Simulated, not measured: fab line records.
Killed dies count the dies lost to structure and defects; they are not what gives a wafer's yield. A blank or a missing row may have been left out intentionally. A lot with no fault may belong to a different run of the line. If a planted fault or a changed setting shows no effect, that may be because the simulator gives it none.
Chamber matching | flow n5 finfet | N5_SPACER0_ALD_08 on ald sin-03 has 4 sister chambers
The step deposits SiNx, target thk 2 nm. 4 wafers are shown with their chamber, then 10 later ones without.

## WAFERS, EACH WITH ITS CHAMBER
wafer  | chamber | heater power w (W)
L080.6 | 0       | 834
L087.1 | 1       | 805
L090.1 | 2       | 872
L090.3 | 3       | 782

## WAFERS WITH NO CHAMBER GIVEN
wafer  | heater power w (W)
L090.5 | 869
L091.2 | 849
L091.4 | 790
L091.6 | 804
L096.2 | 829
L096.4 | 793
L096.6 | 809
L097.3 | 855
L097.5 | 796
L097.6 | 880

## CHAMBER TAKEN BY EACH
wafer  | from the rows above     | in truth
L090.5 | 2                       | 2
L091.2 | can't be placed: 0 or 2 | 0
L091.4 | can't be placed: 3 or 1 | 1
L091.6 | 1                       | 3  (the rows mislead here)
L096.2 | 0                       | 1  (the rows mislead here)
L096.4 | can't be placed: 3 or 1 | 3
L096.6 | 1                       | 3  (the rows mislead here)
L097.3 | can't be placed: 2 or 0 | 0
L097.5 | can't be placed: 1 or 3 | 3
L097.6 | 2                       | 2
Placed correctly: 2 of 10. Can't be placed from these rows: 5 (the true chamber is among the candidates in 5). Number placed wrongly: 3.
How it was worked out, from the rows above alone: a wafer's distance from a chamber is the root of the sum, over the readings, of the square of ((its reading less the chamber's mean) divided by the reading's scatter). The wafer belongs to the nearest chamber; if the next one is less than 2 further off, it can't be placed. For every chamber, the mean is computed from those of its wafers that are shown. The scatter: root of mean squared gap, hidden wafer to nearest shown wafer, with one shown wafer a chamber.
